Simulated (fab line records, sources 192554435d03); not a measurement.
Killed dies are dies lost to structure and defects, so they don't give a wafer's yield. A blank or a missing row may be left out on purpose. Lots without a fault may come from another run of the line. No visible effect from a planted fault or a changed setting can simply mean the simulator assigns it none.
Matching of chambers | flow n5_finfet | 4 sister chambers for N5_HKMG_FIN_PWFM_ALD_03 on ald_metal-01
The step deposits TiN, target thk 2 nm, pulse time 1 s, purge time 3 s. 20 wafers are shown with their chamber, then 10 later ones without.

## WAFERS WITH THEIR CHAMBER
wafer  | chamber | heater_power_w (W) | heater_power_outer_w (W) | precursor_pulse_height_rel
L074.1 | 0       | 1027               | 596                      | 0.986
L074.3 | 2       | 970                | 570                      | 1.017
L074.5 | 3       | 840                | 551                      | 1.026
L075.1 | 3       | 833                | 571                      | 1.004
L075.3 | 2       | 977                | 573                      | 0.983
L075.6 | 2       | 977                | 572                      | 1.034
L076.2 | 2       | 989                | 571                      | 1.017
L076.3 | 1       | 918                | 561                      | 1.036
L076.5 | 2       | 985                | 578                      | 0.996
L077.2 | 0       | 1027               | 627                      | 1.002
L077.4 | 3       | 836                | 575                      | 1.010
L077.6 | 0       | 1027               | 617                      | 1.013
L078.1 | 0       | 1019               | 617                      | 1.018
L078.4 | 1       | 914                | 567                      | 0.985
L078.6 | 3       | 839                | 563                      | 1.002
L079.1 | 3       | 832                | 564                      | 1.001
L079.2 | 0       | 1010               | 604                      | 0.984
L079.4 | 3       | 830                | 563                      | 0.995
L083.1 | 0       | 1020               | 618                      | 0.995
L083.2 | 1       | 914                | 579                      | 0.986

SIGNATURES (means of the wafers above)
reading                    | chamber 0 | chamber 1 | chamber 2 | chamber 3 | scatter within a chamber
heater_power_w             | 1021.67   | 915.33    | 979.60    | 835.00    | 5.84
heater_power_outer_w       | 613.17    | 569.00    | 572.80    | 564.50    | 8.55
precursor_pulse_height_rel | 0.99967   | 1.00233   | 1.00940   | 1.00633   | 0.0174
Rule: a wafer lies at a distance from a chamber equal to the root of the sum of squares, over the readings, of (its reading less the chamber's mean, divided by the reading's scatter). If the next closest chamber is less than 2 further off than the closest, the wafer can't be placed; otherwise it belongs to the closest. How the scatter is found: for the shown wafers, subtract from each reading the mean of its chamber, square and add these, divide the total by (wafers less chambers), then take the root.

## WAFERS WITHOUT THEIR CHAMBER
wafer  | heater_power_w (W) | heater_power_outer_w (W) | precursor_pulse_height_rel
L083.5 | 1013               | 618                      | 0.965
L085.2 | 956                | 553                      | 1.002
L085.4 | 806                | 553                      | 0.996
L085.6 | 1008               | 608                      | 0.994
L087.3 | 962                | 575                      | 1.023
L087.4 | 985                | 588                      | 1.035
L087.5 | 1018               | 604                      | 1.036
L096.1 | 845                | 562                      | 0.995
L096.3 | 953                | 568                      | 1.035
L096.4 | 959                | 580                      | 0.996

## WHICH CHAMBER EACH ONE RAN IN
wafer  | from the rows above     | in truth
L083.5 | 0                       | 0
L085.2 | 2                       | 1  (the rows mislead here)
L085.4 | 3                       | 3
L085.6 | 0                       | 0
L087.3 | 2                       | 2
L087.4 | 2                       | 2
L087.5 | 0                       | 0
L096.1 | 3                       | 3
L096.3 | can't be placed: 2 or 1 | 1
L096.4 | 2                       | 2
Placed correctly: 8 of 10. Cannot be placed on the basis of these rows: 1; the candidates contain the true chamber in 1. Wrongly placed: 1.
